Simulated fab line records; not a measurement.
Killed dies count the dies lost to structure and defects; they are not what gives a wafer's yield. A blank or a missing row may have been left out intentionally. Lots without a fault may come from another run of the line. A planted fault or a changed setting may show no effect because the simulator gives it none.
fab line records + flow nand-harc + part 2 of 2: steps 22 to 34 of 34
[record]
- lots = 5
- wafers = 15
- last-day = 24
route steps=1159 shown P_BONDPAD@362 A_START@389 A_ZERO_WELL@390
lots with no fault: from the same line, run without faults
start-h: hours from the record's first day to the start of the lot's first wafer shown + wait-h: time in hours since the lot's previous step + " identical to the entry in the row above + L1.1+2: a row that stands for several wafers + - no value, or no start given + * or withheld: withheld + < > ~ a bound
route shown NAME@n: NAME is a module with steps in the file, n the number in the route of the first one + usual: mean/standard deviation taken from wafers without a fault + same: alike in all rows + chamber/n: place in a boat + sites: the reading at each site + _std_site: the standard deviation of these + _edge_site: mean of outer sites minus mean of inner sites + radius-mm: how far each site lies from the wafer's centre + mask NAME#n: copy n + behind: the last tool/chamber to shape the wafer + hold: why the lot was held/for how many hours/how that ended + device: the n, p or np transistor that did not switch + end of line: the same wafers' tests at the end of the route + a step given without rows: its recipe and nothing more + killed: dies that structure and defects cost at the first sort, which is not the same as the wafer's yield + map: the dies of a wafer, with x for killed, . for not killed, _ for no die there
set.NAME: the setting that was run; set.NAME@STEP: the one run at that earlier step + model.NAME: the simulator's own value behind a step, which no gauge read
lots at selected steps of the route; one table per step, one row per wafer
services: a tool's chamber out of use, with start hour (start-h, from the record's first day; less than 0 if before it), hours out, and reason
[[steps]]
[step NHARC_P_BONDPAD_INSPECT_23]
[usual]
- raw-defect-count = 313/94
| lot.wafer | tool              | chamber | start-h | wait-h | raw-defect-count |
|-----------|-------------------|---------|---------|--------|------------------|
| L074.3    | defect-inspect-01 | -       | 143.22  | 0.0    | 288              |
| L074.4    | "                 | -       | "       | "      | 284              |
| L074.6    | "                 | -       | "       | "      | 370              |
| L077.2    | defect-inspect-01 | -       | 150.29  | 0.1    | 516              |
| L077.4    | "                 | -       | "       | "      | 330              |
| L077.5    | "                 | -       | "       | "      | 251              |
| L081.1    | defect-inspect-02 | -       | 172.73  | 0.0    | 304              |
| L081.5    | "                 | -       | "       | "      | 414              |
| L081.6    | "                 | -       | "       | "      | 279              |
| L084.2    | defect-inspect-02 | -       | 186.01  | 0.0    | 318              |
| L084.3    | "                 | -       | "       | "      | 400              |
| L084.5    | "                 | -       | "       | "      | 295              |
| L094.1    | defect-inspect-01 | -       | 259.75  | 0.0    | 187              |
| L094.2    | "                 | -       | "       | "      | 255              |
| L094.6    | "                 | -       | "       | "      | 189              |
[step NHARC_P_BONDPAD_ACTIVATE_29]
[recipe]
- time-s = 60
- n2-flow-sccm = 200
- ar-flow-sccm = 0
- bias-power-w = 0
- chemistry = N2
[usual]
- drypump-motor-current-A = 5.8/0.53
- oes-product-au = 0.999/0.011
- rf-vpp-V = 64.0/1
- showerhead-plenum-p-Torr = 1.76/0.084
| lot.wafer | tool        | chamber | start-h | wait-h | drypump-motor-current-A | oes-product-au | rf-hours-counter-h | rf-vpp-V | showerhead-plenum-p-Torr |
|-----------|-------------|---------|---------|--------|-------------------------|----------------|--------------------|----------|--------------------------|
| L074.4    | rie-diel-11 | 2       | 143.29  | 0.1    | 5.8                     | 0.999          | 11                 | 64.1     | 1.75                     |
| L074.3    | "           | 0       | "       | "      | 6.5                     | 1.006          | 12                 | 65.2     | 1.68                     |
| L074.6    | "           | 1       | "       | "      | 5.0                     | 0.978          | -                  | 64.8     | 1.87                     |
| L077.2    | rie-diel-11 | 0       | 150.35  | 0.1    | 6.4                     | 1.009          | 13                 | 63.3     | 1.68                     |
| L077.4    | "           | 2       | "       | "      | 5.8                     | 1.007          | 12                 | 63.4     | 1.75                     |
| L077.5    | "           | 0       | "       | "      | 6.5                     | 1.016          | -                  | 63.8     | 1.68                     |
| L081.1    | rie-diel-11 | 3       | 172.83  | 0.1    | 6.2                     | 0.986          | 15                 | 65.1     | 1.68                     |
| L081.6    | "           | 0       | "       | "      | 6.5                     | 1.004          | -                  | 62.9     | 1.68                     |
| L081.5    | "           | 1       | "       | "      | 5.0                     | 0.982          | -                  | 64.0     | 1.86                     |
| L084.2    | rie-diel-12 | 3       | 186.09  | 0.1    | 5.2                     | 0.990          | 58                 | 64.6     | 1.87                     |
| L084.3    | "           | 0       | "       | "      | 5.6                     | 1.000          | 58                 | 63.9     | 1.73                     |
| L084.5    | "           | 1       | "       | "      | 6.0                     | 1.009          | -                  | 63.9     | 1.73                     |
| L094.2    | rie-diel-11 | 2       | 259.82  | 0.1    | 5.8                     | 0.986          | 6                  | 65.5     | 1.74                     |
| L094.1    | "           | 0       | "       | "      | 6.5                     | 1.020          | 5                  | 63.4     | 1.68                     |
| L094.6    | "           | 1       | "       | "      | 5.0                     | 1.003          | -                  | 65.1     | 1.86                     |
[step NHARC_P_BONDPAD_PRECLEAN_30]
[recipe]
- time-s = 300
- temp-c = 23
- chemistry = DIW
[usual]
- temp-c = 23.00/0.12
| lot.wafer | tool         | chamber | start-h | wait-h | temp-c |
|-----------|--------------|---------|---------|--------|--------|
| L074.6    | wet-bench-08 | 0       | 143.44  | 0.1    | 23.12  |
| L074.4    | "            | 1       | "       | "      | 22.94  |
| L074.3    | "            | 3       | "       | "      | 23.12  |
| L077.4    | wet-bench-10 | 6       | 150.51  | 0.1    | 22.90  |
| L077.5    | "            | 7       | "       | "      | 22.98  |
| L077.2    | "            | 3       | "       | "      | 23.06  |
| L081.5    | wet-bench-10 | 1       | 172.96  | 0.1    | 22.96  |
| L081.6    | "            | 3       | "       | "      | 23.10  |
| L081.1    | "            | 5       | "       | "      | 22.97  |
| L084.3    | wet-bench-10 | 3       | 186.24  | 0.1    | 23.32  |
| L084.5    | "            | 4       | "       | "      | 22.91  |
| L084.2    | "            | 6       | "       | "      | 23.00  |
| L094.2    | wet-bench-10 | 7       | 259.99  | 0.2    | 22.97  |
| L094.1    | "            | 1       | "       | "      | 22.92  |
| L094.6    | "            | 2       | "       | "      | 23.11  |
[step NHARC_P_BONDPAD_SRD_31]
[recipe]
- time-s = 30
- temp-c = 23
- dry-time-s = 20
- spin-rpm = 1500
[usual]
- temp-c = 23.00/0.1
| lot.wafer | tool         | chamber | start-h | wait-h | temp-c |
|-----------|--------------|---------|---------|--------|--------|
| L074.6    | wet-bench-08 | 0       | -       | -      | 23.09  |
| L074.4    | "            | 1       | "       | "      | 22.97  |
| L074.3    | "            | 3       | "       | "      | 23.07  |
| L077.4    | wet-bench-10 | 6       | -       | -      | 22.98  |
| L077.5    | "            | 7       | "       | "      | 23.06  |
| L077.2    | "            | 3       | "       | "      | 22.85  |
| L081.5    | wet-bench-10 | 1       | -       | -      | 22.94  |
| L081.6    | "            | 3       | "       | "      | 22.85  |
| L081.1    | "            | 5       | "       | "      | 22.95  |
| L084.3    | wet-bench-10 | 3       | -       | -      | 22.96  |
| L084.5    | "            | 4       | "       | "      | 22.68  |
| L084.2    | "            | 6       | "       | "      | 22.89  |
| L094.2    | wet-bench-10 | 7       | -       | -      | 22.93  |
| L094.1    | "            | 1       | "       | "      | 23.12  |
| L094.6    | "            | 2       | "       | "      | 22.96  |
[step NHARC_A_START_INSPECT_01]
[usual]
- raw-defect-count = 3.4/1.7
| lot.wafer | tool              | chamber | start-h | wait-h | raw-defect-count |
|-----------|-------------------|---------|---------|--------|------------------|
| L074.3    | defect-inspect-02 | -       | 143.69  | -      | 3                |
| L074.4    | "                 | -       | "       | "      | 1                |
| L074.6    | "                 | -       | "       | "      | 5                |
| L077.2    | defect-inspect-01 | -       | 150.76  | -      | 8                |
| L077.4    | "                 | -       | "       | "      | 3                |
| L077.5    | "                 | -       | "       | "      | 3                |
| L081.1    | defect-inspect-01 | -       | 173.20  | -      | 2                |
| L081.5    | "                 | -       | "       | "      | 1                |
| L081.6    | "                 | -       | "       | "      | 4                |
| L084.2    | defect-inspect-02 | -       | 186.48  | -      | 4                |
| L084.3    | "                 | -       | "       | "      | 4                |
| L084.5    | "                 | -       | "       | "      | 7                |
| L094.1    | defect-inspect-02 | -       | 260.21  | -      | 5                |
| L094.2    | "                 | -       | "       | "      | 3                |
| L094.6    | "                 | -       | "       | "      | 3                |
[step NHARC_A_ZERO_WELL_PRECLEAN_00]
[recipe]
- time-s = 600
- temp-c = 120
- chemistry = SPM
[usual]
- temp-c = 120.00/0.15
| lot.wafer | tool         | chamber | start-h | wait-h | temp-c |
|-----------|--------------|---------|---------|--------|--------|
| L074.4    | wet-bench-04 | 6       | 143.77  | 0.1    | 120.24 |
| L074.3    | "            | 7       | "       | "      | 119.96 |
| L074.6    | "            | 2       | "       | "      | 119.86 |
| L077.2    | wet-bench-09 | 0       | 150.87  | 0.1    | 120.07 |
| L077.5    | "            | 1       | "       | "      | 119.92 |
| L077.4    | "            | 2       | "       | "      | 120.07 |
| L081.5    | wet-bench-04 | 6       | 173.30  | 0.1    | 120.27 |
| L081.1    | "            | 1       | "       | "      | 119.86 |
| L081.6    | "            | 2       | "       | "      | 120.08 |
| L084.3    | wet-bench-09 | 7       | 186.57  | 0.1    | 119.83 |
| L084.5    | "            | 1       | "       | "      | 119.78 |
| L084.2    | "            | 4       | "       | "      | 120.09 |
| L094.1    | wet-bench-04 | 3       | 260.30  | 0.1    | 120.05 |
| L094.2    | "            | 6       | "       | "      | 120.00 |
| L094.6    | "            | 7       | "       | "      | 120.13 |
[step NHARC_A_ZERO_WELL_SRD_01]
| lot.wafer  | tool         | chamber | start-h | wait-h |
|------------|--------------|---------|---------|--------|
| L074.4+3+6 | wet-bench-04 | 6,7,2   | -       | -      |
| L077.2+5+4 | wet-bench-09 | 0,1,2   | -       | -      |
| L081.5+1+6 | wet-bench-04 | 6,1,2   | -       | -      |
| L084.3+5+2 | wet-bench-09 | 7,1,4   | -       | -      |
| L094.1+2+6 | wet-bench-04 | 3,6,7   | -       | -      |
[step NHARC_A_ZERO_WELL_DEHYDRATE_02]
[recipe]
- temp-c = 150
- time-s = 120
| lot.wafer  | tool           | chamber | start-h | wait-h |
|------------|----------------|---------|---------|--------|
| L074.3+4+6 | litho-track-05 | 0       | 144.09  | -      |
| L077.2+4+5 | litho-track-03 | 0       | 151.17  | -      |
| L081.1+5+6 | litho-track-02 | 0       | 173.60  | -      |
| L084.2+3+5 | litho-track-05 | 0       | 186.89  | -      |
| L094.1+2+6 | litho-track-02 | 0       | 260.61  | -      |
[step NHARC_A_ZERO_WELL_HMDS_03]
[recipe]
- time-s = 30
| lot.wafer  | tool           | chamber | start-h | wait-h |
|------------|----------------|---------|---------|--------|
| L074.3+4+6 | litho-track-05 | 0       | -       | -      |
| L077.2+4+5 | litho-track-03 | 0       | -       | -      |
| L081.1+5+6 | litho-track-02 | 0       | -       | -      |
| L084.2+3+5 | litho-track-05 | 0       | -       | -      |
| L094.1+2+6 | litho-track-02 | 0       | -       | -      |
[step NHARC_A_ZERO_WELL_COAT_18]
[recipe]
- temp-c = 200
- time-s = 65
| lot.wafer  | tool           | chamber | start-h | wait-h |
|------------|----------------|---------|---------|--------|
| L074.3+4+6 | litho-track-05 | 0       | -       | -      |
| L077.2+4+5 | litho-track-03 | 0       | -       | -      |
| L081.1+5+6 | litho-track-02 | 0       | -       | -      |
| L084.2+3+5 | litho-track-05 | 0       | -       | -      |
| L094.1+2+6 | litho-track-02 | 0       | -       | -      |
[step NHARC_A_ZERO_WELL_COAT_04]
[recipe]
- spin-rpm = 2000
- resist-thk-nm = 600
| lot.wafer  | tool           | chamber | start-h | wait-h |
|------------|----------------|---------|---------|--------|
| L074.3+4+6 | litho-track-05 | 0       | -       | -      |
| L077.2+4+5 | litho-track-03 | 0       | -       | -      |
| L081.1+5+6 | litho-track-02 | 0       | -       | -      |
| L084.2+3+5 | litho-track-05 | 0       | -       | -      |
| L094.1+2+6 | litho-track-02 | 0       | -       | -      |
[step NHARC_A_ZERO_WELL_SOFTBAKE_05]
[recipe]
- temp-c = 125
- time-s = 70
| lot.wafer  | tool           | chamber | start-h | wait-h |
|------------|----------------|---------|---------|--------|
| L074.3+4+6 | litho-track-05 | 0       | -       | -      |
| L077.2+4+5 | litho-track-03 | 0       | -       | -      |
| L081.1+5+6 | litho-track-02 | 0       | -       | -      |
| L084.2+3+5 | litho-track-05 | 0       | -       | -      |
| L094.1+2+6 | litho-track-02 | 0       | -       | -      |
[step NHARC_A_ZERO_WELL_EBR_06]
| lot.wafer  | tool           | chamber | start-h | wait-h |
|------------|----------------|---------|---------|--------|
| L074.3+4+6 | litho-track-05 | 0       | -       | -      |
| L077.2+4+5 | litho-track-03 | 0       | -       | -      |
| L081.1+5+6 | litho-track-02 | 0       | -       | -      |
| L084.2+3+5 | litho-track-05 | 0       | -       | -      |
| L094.1+2+6 | litho-track-02 | 0       | -       | -      |
[[services]]
| tool           | chamber | start-h | hours | kind   |
|----------------|---------|---------|-------|--------|
| rie-diel-08    | -       | 124.82  | 9.0   | pm     |
| pvd-sputter-02 | -       | 125.49  | 1.7   | repair |
| cmp-02         | -       | 128.63  | 4.0   | pm     |
| rie-diel-08    | 1       | 137.29  | 2.1   | repair |
| pvd-sputter-01 | -       | 137.52  | 0.8   | repair |
| rie-diel-11    | 1       | 162.50  | 7.7   | repair |
| wet-bench-10   | -       | 162.67  | 6.9   | repair |
| wet-bench-04   | -       | 163.20  | 8.0   | pm     |
| litho-track-02 | -       | 165.00  | 7.0   | pm     |
| rie-diel-08    | 1       | 174.15  | 12.8  | repair |
| cmp-02         | -       | 179.76  | 3.2   | repair |
| ecd-cu-02      | -       | 180.53  | 8.0   | pm     |
| litho-track-07 | -       | 189.00  | 7.0   | pm     |
| rie-diel-11    | -       | 189.50  | 9.0   | pm     |
| wet-bench-08   | -       | 196.52  | 0.6   | repair |
| wet-bench-04   | -       | 199.99  | 11.3  | repair |
| ecd-cu-02      | -       | 200.65  | 2.0   | repair |
| rie-diel-11    | 3       | 203.84  | 4.4   | repair |
| litho-track-03 | -       | 213.00  | 7.0   | pm     |
| pvd-sputter-02 | -       | 214.00  | 10.0  | pm     |
| wet-bench-08   | -       | 230.40  | 8.0   | pm     |
| litho-track-05 | -       | 237.00  | 7.0   | pm     |
| rie-diel-11    | 0       | 237.25  | 3.6   | repair |
| wet-bench-10   | -       | 247.20  | 8.0   | pm     |
